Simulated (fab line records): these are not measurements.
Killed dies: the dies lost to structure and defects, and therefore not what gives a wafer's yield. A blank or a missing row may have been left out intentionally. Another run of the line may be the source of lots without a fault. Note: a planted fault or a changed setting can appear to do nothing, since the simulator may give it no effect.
The tool behind it: which one? || flow n5_finfet || 8 lots, 24 wafers sampled, at 5 steps of a route of 1938

## WHAT THE GAUGES SHOWED, per wafer
N5_BEOL_M4_RC_MEAS_101.
{"lot": "L395", "measured": "day 8 06:47", "on": "prober-01", "CHAIN_V0 (ohm/link)": "243 242 236", "CHAIN_V0_max_site (ohm/link)": "250 246 243", "COMB_M1 (S/m)": "5.5e-11 5e-11 5.2e-11", "COMB_M1_max_site (S/m)": "7.1e-11 8e-11 7e-11", "DIBL_N (mV/V)": "38.2 35.8 35.6", "DIBL_P (mV/V)": "37.5 35.9 35.2", "IOFF_N (nA/um)": "0.189 0.159 0.153", "IOFF_P (nA/um)": "0.202 0.170 0.171", "ION_N (uA/um)": "675 684 670", "ION_P (uA/um)": "452 457 454", "SERP_M1 (ohm/um)": "222 198 196", "SERP_M1_max_site (ohm/um)": "233 207 202", "SS_N (mV/dec)": "71.7 71.4 71.3", "SS_P (mV/dec)": "74.4 73.3 73.4", "VT_N (mV)": "250.0 247.6 249.0", "VT_P (mV)": "-250 -254 -253"}
{"lot": "L397", "measured": "day 9 08:01", "on": "prober-02", "CHAIN_V0 (ohm/link)": "243 227 235", "CHAIN_V0_max_site (ohm/link)": "252 235 242", "COMB_M1 (S/m)": "5.3e-11 8.9e-11 4.5e-11", "COMB_M1_max_site (S/m)": "7.9e-11 1.04e-10 8.1e-11", "DIBL_N (mV/V)": "36.6 37.6 36.5", "DIBL_P (mV/V)": "38.6 39.3 38.5", "IOFF_N (nA/um)": "0.191 0.206 0.187", "IOFF_P (nA/um)": "0.231 0.252 0.234", "ION_N (uA/um)": "677 685 674", "ION_P (uA/um)": "460 470 464", "SERP_M1 (ohm/um)": "220 215 198", "SERP_M1_max_site (ohm/um)": "240 223 225", "SS_N (mV/dec)": "72.1 72.5 72.7", "SS_P (mV/dec)": "73.5 74.6 74.6", "VT_N (mV)": "248.0 244.0 248.2", "VT_P (mV)": "-251 -247 -247"}
{"lot": "L400", "measured": "day 9 13:22", "on": "prober-02", "CHAIN_V0 (ohm/link)": "243 251 244", "CHAIN_V0_max_site (ohm/link)": "252 264 248", "COMB_M1 (S/m)": "5.3e-11 6.4e-11 6.7e-11", "COMB_M1_max_site (S/m)": "7.2e-11 8.5e-11 9.9e-11", "DIBL_N (mV/V)": "35.3 35.6 35.8", "DIBL_P (mV/V)": "34.4 34.9 35.2", "IOFF_N (nA/um)": "0.133 0.142 0.139", "IOFF_P (nA/um)": "0.209 0.221 0.221", "ION_N (uA/um)": "668 658 658", "ION_P (uA/um)": "463 460 464", "SERP_M1 (ohm/um)": "210 223 201", "SERP_M1_max_site (ohm/um)": "219 238 223", "SS_N (mV/dec)": "71.6 71.7 71.1", "SS_P (mV/dec)": "73.5 73.2 72.9", "VT_N (mV)": "251.0 251.5 251.9", "VT_P (mV)": "-248 -250 -248"}
{"lot": "L407", "measured": "day 11 13:58", "on": "prober-01", "CHAIN_V0 (ohm/link)": "162 235 237", "CHAIN_V0_max_site (ohm/link)": "170 247 243", "COMB_M1 (S/m)": "3.89e-10 5.8e-11 6.6e-11", "COMB_M1_max_site (S/m)": "5.74e-10 6.4e-11 7.8e-11", "DIBL_N (mV/V)": "37.6 38.2 38.0", "DIBL_P (mV/V)": "36.1 36.5 36.5", "IOFF_N (nA/um)": "0.164 0.172 0.171", "IOFF_P (nA/um)": "0.219 0.221 0.224", "ION_N (uA/um)": "681 681 679", "ION_P (uA/um)": "467 459 469", "SERP_M1 (ohm/um)": "152 166 165", "SERP_M1_max_site (ohm/um)": "159 176 170", "SS_N (mV/dec)": "72.0 71.8 72.0", "SS_P (mV/dec)": "74.4 73.3 74.4", "VT_N (mV)": "250.7 251.0 251.4", "VT_P (mV)": "-251 -250 -250"}
{"lot": "L408", "measured": "day 11 19:39", "on": "prober-01", "CHAIN_V0 (ohm/link)": "230 158 235", "CHAIN_V0_max_site (ohm/link)": "237 169 243", "COMB_M1 (S/m)": "6.9e-11 6.1e-10 5.4e-11", "COMB_M1_max_site (S/m)": "1.12e-10 8.12e-10 8.1e-11", "DIBL_N (mV/V)": "35.1 34.0 32.9", "DIBL_P (mV/V)": "37.4 34.9 33.9", "IOFF_N (nA/um)": "0.143 0.126 0.111", "IOFF_P (nA/um)": "0.196 0.170 0.147", "ION_N (uA/um)": "683 676 661", "ION_P (uA/um)": "462 459 458", "SERP_M1 (ohm/um)": "189 150 177", "SERP_M1_max_site (ohm/um)": "194 155 182", "SS_N (mV/dec)": "71.1 70.4 70.1", "SS_P (mV/dec)": "73.2 72.8 72.5", "VT_N (mV)": "252.7 253.2 255.1", "VT_P (mV)": "-252 -252 -256"}
{"lot": "L414", "measured": "day 13 05:35", "on": "prober-01", "CHAIN_V0 (ohm/link)": "224 233 236", "CHAIN_V0_max_site (ohm/link)": "232 248 248", "COMB_M1 (S/m)": "4.9e-11 5.5e-11 4.8e-11", "COMB_M1_max_site (S/m)": "7.6e-11 8.3e-11 7.9e-11", "DIBL_N (mV/V)": "35.5 34.6 34.8", "DIBL_P (mV/V)": "35.9 34.2 34.8", "IOFF_N (nA/um)": "0.154 0.140 0.146", "IOFF_P (nA/um)": "0.236 0.209 0.215", "ION_N (uA/um)": "683 671 678", "ION_P (uA/um)": "470 460 466", "SERP_M1 (ohm/um)": "191 212 187", "SERP_M1_max_site (ohm/um)": "199 227 198", "SS_N (mV/dec)": "71.2 71.5 71.4", "SS_P (mV/dec)": "73.3 73.4 73.5", "VT_N (mV)": "249.0 249.2 249.4", "VT_P (mV)": "-248 -248 -249"}
{"lot": "L415", "measured": "day 13 08:37", "on": "prober-02", "CHAIN_V0 (ohm/link)": "236 243 238", "CHAIN_V0_max_site (ohm/link)": "246 255 242", "COMB_M1 (S/m)": "4e-11 6.8e-11 7.3e-11", "COMB_M1_max_site (S/m)": "7e-11 9.2e-11 1.01e-10", "DIBL_N (mV/V)": "37.3 37.9 36.8", "DIBL_P (mV/V)": "36.4 36.9 36.5", "IOFF_N (nA/um)": "0.142 0.149 0.144", "IOFF_P (nA/um)": "0.227 0.240 0.223", "ION_N (uA/um)": "665 675 667", "ION_P (uA/um)": "462 470 467", "SERP_M1 (ohm/um)": "204 203 193", "SERP_M1_max_site (ohm/um)": "208 216 209", "SS_N (mV/dec)": "72.2 71.3 71.2", "SS_P (mV/dec)": "74.1 73.2 73.3", "VT_N (mV)": "252.5 251.5 251.5", "VT_P (mV)": "-248 -247 -249"}
{"lot": "L417", "measured": "day 13 16:02", "on": "prober-02", "CHAIN_V0 (ohm/link)": "246 238 235", "CHAIN_V0_max_site (ohm/link)": "255 244 248", "COMB_M1 (S/m)": "7.1e-11 6.1e-11 6.5e-11", "COMB_M1_max_site (S/m)": "8.2e-11 1.06e-10 8.8e-11", "DIBL_N (mV/V)": "35.6 36.6 36.2", "DIBL_P (mV/V)": "34.9 36.5 35.5", "IOFF_N (nA/um)": "0.128 0.145 0.137", "IOFF_P (nA/um)": "0.158 0.184 0.164", "ION_N (uA/um)": "664 664 670", "ION_P (uA/um)": "450 461 460", "SERP_M1 (ohm/um)": "205 203 180", "SERP_M1_max_site (ohm/um)": "217 211 201", "SS_N (mV/dec)": "71.2 71.8 70.7", "SS_P (mV/dec)": "72.5 72.6 73.4", "VT_N (mV)": "251.8 250.5 250.4", "VT_P (mV)": "-256 -252 -254"}

## EACH LOT AND THE TOOL THAT RAN IT (in order: tool; ch and the chambers of the sampled wafers; start)
{"lot": "L395", "N5_BEOL_M1_ETCH_77": "rie_diel-02 ch 1,2,3, day 6 08:12", "N5_BEOL_M1_ALD_84": "ald_metal-04 ch 0,2, day 6 12:44", "N5_BEOL_M1_SPUTTER_48": "pvd_sputter-03, day 6 14:01", "N5_BEOL_M1_ANNEAL_87": "pvd_sputter-03, day 6 14:46"}
{"lot": "L397", "N5_BEOL_M1_ETCH_77": "rie_diel-01 ch 1,3, day 6 23:04", "N5_BEOL_M1_ALD_84": "ald_metal-03 ch 0,2,3, day 7 00:59", "N5_BEOL_M1_SPUTTER_48": "pvd_sputter-02, day 7 01:27", "N5_BEOL_M1_ANNEAL_87": "pvd_sputter-02, day 7 02:11"}
{"lot": "L400", "N5_BEOL_M1_ETCH_77": "rie_diel-02 ch 1,2,3, day 7 16:46", "N5_BEOL_M1_ALD_84": "ald_metal-03 ch 1,2,3, day 7 20:04", "N5_BEOL_M1_SPUTTER_48": "pvd_sputter-02, day 7 20:31", "N5_BEOL_M1_ANNEAL_87": "pvd_sputter-02, day 7 21:16"}
{"lot": "L407", "N5_BEOL_M1_ETCH_77": "rie_diel-02 ch 0,1,2, day 9 06:20", "N5_BEOL_M1_ALD_84": "ald_metal-03 ch 2,3, day 9 20:05", "N5_BEOL_M1_SPUTTER_48": "pvd_sputter-01, day 9 20:35", "N5_BEOL_M1_ANNEAL_87": "pvd_sputter-01, day 9 21:20"}
{"lot": "L408", "N5_BEOL_M1_ETCH_77": "rie_diel-02 ch 1,3, day 9 13:36", "N5_BEOL_M1_ALD_84": "ald_metal-03 ch 2,3, day 9 23:14", "N5_BEOL_M1_SPUTTER_48": "pvd_sputter-03, day 9 23:49", "N5_BEOL_M1_ANNEAL_87": "pvd_sputter-03, day 10 00:34"}
{"lot": "L414", "N5_BEOL_M1_ETCH_77": "rie_diel-01 ch 0,1, day 10 20:17", "N5_BEOL_M1_ALD_84": "ald_metal-04 ch 1,2,3, day 10 22:57", "N5_BEOL_M1_SPUTTER_48": "pvd_sputter-03, day 10 23:25", "N5_BEOL_M1_ANNEAL_87": "pvd_sputter-03, day 11 00:09"}
{"lot": "L415", "N5_BEOL_M1_ETCH_77": "rie_diel-01 ch 0,2,3, day 11 04:25", "N5_BEOL_M1_ALD_84": "ald_metal-01 ch 0,2,3, day 11 06:20", "N5_BEOL_M1_SPUTTER_48": "pvd_sputter-01, day 11 06:54", "N5_BEOL_M1_ANNEAL_87": "pvd_sputter-01, day 11 07:38"}
{"lot": "L417", "N5_BEOL_M1_ETCH_77": "rie_diel-03 ch 1,2,3, day 11 16:40", "N5_BEOL_M1_ALD_84": "ald_metal-04 ch 0,1,3, day 11 18:40", "N5_BEOL_M1_SPUTTER_48": "pvd_sputter-01, day 11 20:29", "N5_BEOL_M1_ANNEAL_87": "pvd_sputter-01, day 11 21:13"}
- N5_BEOL_M1_ETCH_77: etches underlayer in N2/H2, target depth 6.5 nm, time 5.2 s.
- N5_BEOL_M1_ALD_84: deposits TaN, pulse time 2 s, purge time 3 s, co reactant purge time 2 s.
- N5_BEOL_M1_SPUTTER_48: material Cu, target thk 4.5 nm, time 8.29 s.
- N5_BEOL_M1_ANNEAL_87: time 240 s.

## WHAT THE TOOLS THEMSELVES READ (means of the sampled wafers that have a number; where no wafer has one, the mark that the record gives instead)
N5_BEOL_M1_ETCH_77.
{"lot": "L395", "tool": "rie_diel-02", "drypump_motor_current_A (A)": 6.0, "etch_rf_on_time_s (s)": 5.22, "n2_flow_sccm (sccm)": 200.0, "oes_product_au (a.u.)": 0.68, "rf_vpp_V (V)": 521.6, "showerhead_plenum_p_Torr (Torr)": 2.46, "throttle_valve_pct (%)": 17.90}
{"lot": "L397", "tool": "rie_diel-01", "drypump_motor_current_A (A)": 6.2, "etch_rf_on_time_s (s)": 5.15, "n2_flow_sccm (sccm)": 199.9, "oes_product_au (a.u.)": 0.73, "rf_vpp_V (V)": 524.2, "showerhead_plenum_p_Torr (Torr)": 2.50, "throttle_valve_pct (%)": 17.86}
{"lot": "L400", "tool": "rie_diel-02", "drypump_motor_current_A (A)": 6.0, "etch_rf_on_time_s (s)": 5.16, "n2_flow_sccm (sccm)": 200.1, "oes_product_au (a.u.)": 0.67, "rf_vpp_V (V)": 520.5, "showerhead_plenum_p_Torr (Torr)": 2.45, "throttle_valve_pct (%)": 17.92}
{"lot": "L407", "tool": "rie_diel-02", "drypump_motor_current_A (A)": 6.4, "etch_rf_on_time_s (s)": 5.27, "n2_flow_sccm (sccm)": 199.9, "oes_product_au (a.u.)": 0.62, "rf_vpp_V (V)": 522.1, "showerhead_plenum_p_Torr (Torr)": 2.49, "throttle_valve_pct (%)": 17.95}
{"lot": "L408", "tool": "rie_diel-02", "drypump_motor_current_A (A)": 5.5, "etch_rf_on_time_s (s)": 5.12, "n2_flow_sccm (sccm)": 199.8, "oes_product_au (a.u.)": 0.69, "rf_vpp_V (V)": 522.3, "showerhead_plenum_p_Torr (Torr)": 2.47, "throttle_valve_pct (%)": 17.90}
{"lot": "L414", "tool": "rie_diel-01", "drypump_motor_current_A (A)": 6.0, "etch_rf_on_time_s (s)": 5.20, "n2_flow_sccm (sccm)": 200.5, "oes_product_au (a.u.)": 0.68, "rf_vpp_V (V)": 523.1, "showerhead_plenum_p_Torr (Torr)": 2.52, "throttle_valve_pct (%)": 17.96}
{"lot": "L415", "tool": "rie_diel-01", "drypump_motor_current_A (A)": 5.8, "etch_rf_on_time_s (s)": 5.18, "n2_flow_sccm (sccm)": 198.8, "oes_product_au (a.u.)": 0.69, "rf_vpp_V (V)": 523.3, "showerhead_plenum_p_Torr (Torr)": 2.55, "throttle_valve_pct (%)": 17.97}
{"lot": "L417", "tool": "rie_diel-03", "drypump_motor_current_A (A)": 5.9, "etch_rf_on_time_s (s)": 5.25, "n2_flow_sccm (sccm)": 199.9, "oes_product_au (a.u.)": 0.64, "rf_vpp_V (V)": 523.0, "showerhead_plenum_p_Torr (Torr)": 2.51, "throttle_valve_pct (%)": 17.83}

N5_BEOL_M1_ALD_84.
{"lot": "L395", "tool": "ald_metal-04", "heater_power_w (W)": 401}
{"lot": "L397", "tool": "ald_metal-03", "heater_power_w (W)": 409}
{"lot": "L400", "tool": "ald_metal-03", "heater_power_w (W)": 404}
{"lot": "L407", "tool": "ald_metal-03", "heater_power_w (W)": 398}
{"lot": "L408", "tool": "ald_metal-03", "heater_power_w (W)": 394}
{"lot": "L414", "tool": "ald_metal-04", "heater_power_w (W)": 421}
{"lot": "L415", "tool": "ald_metal-01", "heater_power_w (W)": 463}
{"lot": "L417", "tool": "ald_metal-04", "heater_power_w (W)": 396}

N5_BEOL_M1_SPUTTER_48.
{"lot": "L395", "tool": "pvd_sputter-03", "chuck_gas_flow_sccm (sccm)": 1.31, "throttle_valve_pct (%)": 30.2}
{"lot": "L397", "tool": "pvd_sputter-02", "chuck_gas_flow_sccm (sccm)": 1.30, "throttle_valve_pct (%)": 31.4}
{"lot": "L400", "tool": "pvd_sputter-02", "chuck_gas_flow_sccm (sccm)": 1.29, "throttle_valve_pct (%)": 29.8}
{"lot": "L407", "tool": "pvd_sputter-01", "chuck_gas_flow_sccm (sccm)": 1.27, "throttle_valve_pct (%)": 29.5}
{"lot": "L408", "tool": "pvd_sputter-03", "chuck_gas_flow_sccm (sccm)": 1.28, "throttle_valve_pct (%)": 29.5}
{"lot": "L414", "tool": "pvd_sputter-03", "chuck_gas_flow_sccm (sccm)": 1.27, "throttle_valve_pct (%)": 30.2}
{"lot": "L415", "tool": "pvd_sputter-01", "chuck_gas_flow_sccm (sccm)": 1.25, "throttle_valve_pct (%)": 29.8}
{"lot": "L417", "tool": "pvd_sputter-01", "chuck_gas_flow_sccm (sccm)": 1.25, "throttle_valve_pct (%)": 29.5}

N5_BEOL_M1_ANNEAL_87.
{"lot": "L395", "tool": "pvd_sputter-03", "heater_power_w (W)": 855}
{"lot": "L397", "tool": "pvd_sputter-02", "heater_power_w (W)": 904}
{"lot": "L400", "tool": "pvd_sputter-02", "heater_power_w (W)": 905}
{"lot": "L407", "tool": "pvd_sputter-01", "heater_power_w (W)": 809}
{"lot": "L408", "tool": "pvd_sputter-03", "heater_power_w (W)": 876}
{"lot": "L414", "tool": "pvd_sputter-03", "heater_power_w (W)": 891}
{"lot": "L415", "tool": "pvd_sputter-01", "heater_power_w (W)": 825}
{"lot": "L417", "tool": "pvd_sputter-01", "heater_power_w (W)": 843}

## THE ANSWER, worked out from the rows above alone
Rule: the lots themselves supply what counts as usual. The widest of any qualifying gaps counts: lots, ordered by their means at a reading, are off when they make up no more than a third of the lots, leave a main group of 4 or more, and stand apart from it by 3 or more times the standard deviation of that group's means. A main group whose means are all the same, to the digits that the tables above print for the reading, isn't used. Also off: a lot with no number at a reading for which 4 or more lots have one. Any other lot the step has rows for is counted as sound. The gauges are gone through in route order, then the tools' own readings, and for those a lot's mean is taken as printed above. At the first step where some lot is off, the reading lying furthest off is the one used; lots without a number count as furthest.
Off: L407, L408, at N5_BEOL_M4_RC_MEAS_101 (COMB_M1_max_site). The main group: mean 8.4e-11 S/m, standard deviation 6.1e-12.
If a tool, at a process step before that reading, ran all the lots that are off and no sound lot after the first of them, it fits. The gauges at N5_BEOL_M4_RC_MEAS_101 are tried like those tools. This does not decide it: 2 tools fit, namely rie_diel-02 at N5_BEOL_M1_ETCH_77 and ald_metal-03 at N5_BEOL_M1_ALD_84.

## WHAT WAS PUT IN BY THE SIMULATOR
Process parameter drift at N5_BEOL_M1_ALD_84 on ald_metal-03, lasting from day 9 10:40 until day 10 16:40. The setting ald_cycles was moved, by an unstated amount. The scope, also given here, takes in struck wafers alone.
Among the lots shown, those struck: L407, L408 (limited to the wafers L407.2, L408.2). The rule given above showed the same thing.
